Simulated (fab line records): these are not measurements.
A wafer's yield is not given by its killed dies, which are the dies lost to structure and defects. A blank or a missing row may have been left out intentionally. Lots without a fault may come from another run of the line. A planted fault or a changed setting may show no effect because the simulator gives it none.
Matching of chambers / flow n5 finfet / pecvd-02 running N5_BEOL_M7_ILD_DEP_00: 3 sister chambers
The step deposits SiCOH lowk from DEMS/porogen, target thk 179.75 nm, time 33.4 s. 20 wafers are shown with their chamber, then 10 later ones without.

WAFERS, EACH WITH ITS CHAMBER
wafer=L078.3; chamber=1; heater power w (W)=462; throttle valve pct (%)=13.5; showerhead plenum p Torr (Torr)=5.706
wafer=L078.5; chamber=1; heater power w (W)=459; throttle valve pct (%)=13.2; showerhead plenum p Torr (Torr)=5.742
wafer=L078.6; chamber=2; heater power w (W)=279; throttle valve pct (%)=14.0; showerhead plenum p Torr (Torr)=5.762
wafer=L082.1; chamber=1; heater power w (W)=482; throttle valve pct (%)=13.2; showerhead plenum p Torr (Torr)=5.741
wafer=L082.2; chamber=0; heater power w (W)=427; throttle valve pct (%)=14.5; showerhead plenum p Torr (Torr)=5.730
wafer=L082.3; chamber=2; heater power w (W)=298; throttle valve pct (%)=14.3; showerhead plenum p Torr (Torr)=5.771
wafer=L082.4; chamber=0; heater power w (W)=433; throttle valve pct (%)=14.2; showerhead plenum p Torr (Torr)=5.741
wafer=L082.5; chamber=1; heater power w (W)=497; throttle valve pct (%)=13.1; showerhead plenum p Torr (Torr)=5.747
wafer=L082.6; chamber=2; heater power w (W)=305; throttle valve pct (%)=14.5; showerhead plenum p Torr (Torr)=5.768
wafer=L080.1; chamber=1; heater power w (W)=443; throttle valve pct (%)=13.1; showerhead plenum p Torr (Torr)=5.733
wafer=L080.2; chamber=0; heater power w (W)=435; throttle valve pct (%)=14.4; showerhead plenum p Torr (Torr)=5.742
wafer=L080.4; chamber=2; heater power w (W)=268; throttle valve pct (%)=14.4; showerhead plenum p Torr (Torr)=5.762
wafer=L085.1; chamber=2; heater power w (W)=298; throttle valve pct (%)=14.3; showerhead plenum p Torr (Torr)=5.763
wafer=L085.3; chamber=1; heater power w (W)=452; throttle valve pct (%)=13.2; showerhead plenum p Torr (Torr)=5.731
wafer=L085.5; chamber=0; heater power w (W)=420; throttle valve pct (%)=14.6; showerhead plenum p Torr (Torr)=5.726
wafer=L087.1; chamber=2; heater power w (W)=296; throttle valve pct (%)=14.2; showerhead plenum p Torr (Torr)=5.767
wafer=L087.3; chamber=0; heater power w (W)=409; throttle valve pct (%)=14.4; showerhead plenum p Torr (Torr)=5.738
wafer=L087.4; chamber=2; heater power w (W)=312; throttle valve pct (%)=14.2; showerhead plenum p Torr (Torr)=5.771
wafer=L088.1; chamber=2; heater power w (W)=340; throttle valve pct (%)=14.2; showerhead plenum p Torr (Torr)=5.756
wafer=L088.4; chamber=0; heater power w (W)=440; throttle valve pct (%)=14.3; showerhead plenum p Torr (Torr)=5.739

SIGNATURES (averages over the wafers above)
reading=heater power w; chamber 0=427.33; chamber 1=465.83; chamber 2=299.50; scatter within a chamber=18.6
reading=throttle valve pct; chamber 0=14.400; chamber 1=13.217; chamber 2=14.262; scatter within a chamber=0.147
reading=showerhead plenum p Torr; chamber 0=5.73600; chamber 1=5.73333; chamber 2=5.76500; scatter within a chamber=0.0093
Rule: for a wafer and a chamber, the distance is found by dividing, reading by reading, the gap between the wafer's reading and the chamber's mean by the reading's scatter, squaring, summing and taking the root. The wafer belongs to the nearest chamber; if the next one is less than 2 further off, it can't be placed. How the scatter is found: for the shown wafers, subtract from each reading the mean of its chamber, square and add these, divide the total by (wafers less chambers), then take the root.

WAFERS WHOSE CHAMBER IS MISSING
wafer=L088.5; heater power w (W)=268; throttle valve pct (%)=14.5; showerhead plenum p Torr (Torr)=5.744
wafer=L089.3; heater power w (W)=324; throttle valve pct (%)=14.6; showerhead plenum p Torr (Torr)=5.772
wafer=L089.5; heater power w (W)=400; throttle valve pct (%)=14.4; showerhead plenum p Torr (Torr)=5.753
wafer=L089.6; heater power w (W)=477; throttle valve pct (%)=13.4; showerhead plenum p Torr (Torr)=5.732
wafer=L095.2; heater power w (W)=366; throttle valve pct (%)=14.3; showerhead plenum p Torr (Torr)=5.736
wafer=L095.3; heater power w (W)=480; throttle valve pct (%)=13.1; showerhead plenum p Torr (Torr)=5.732
wafer=L095.4; heater power w (W)=381; throttle valve pct (%)=14.4; showerhead plenum p Torr (Torr)=5.745
wafer=L097.1; heater power w (W)=487; throttle valve pct (%)=13.1; showerhead plenum p Torr (Torr)=5.751
wafer=L097.4; heater power w (W)=415; throttle valve pct (%)=14.3; showerhead plenum p Torr (Torr)=5.742
wafer=L097.5; heater power w (W)=307; throttle valve pct (%)=14.5; showerhead plenum p Torr (Torr)=5.766

EACH ONE'S CHAMBER
wafer=L088.5; from the rows above=2; in truth=2
wafer=L089.3; from the rows above=2; in truth=2
wafer=L089.5; from the rows above=0; in truth=0
wafer=L089.6; from the rows above=1; in truth=1
wafer=L095.2; from the rows above=can't be placed: 0 or 2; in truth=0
wafer=L095.3; from the rows above=1; in truth=1
wafer=L095.4; from the rows above=0; in truth=0
wafer=L097.1; from the rows above=1; in truth=1
wafer=L097.4; from the rows above=0; in truth=0
wafer=L097.5; from the rows above=2; in truth=2
Correct placement for 9 of the 10. Cannot be placed on the basis of these rows: 1; the candidates contain the true chamber in 1. Wrongly placed: 0.
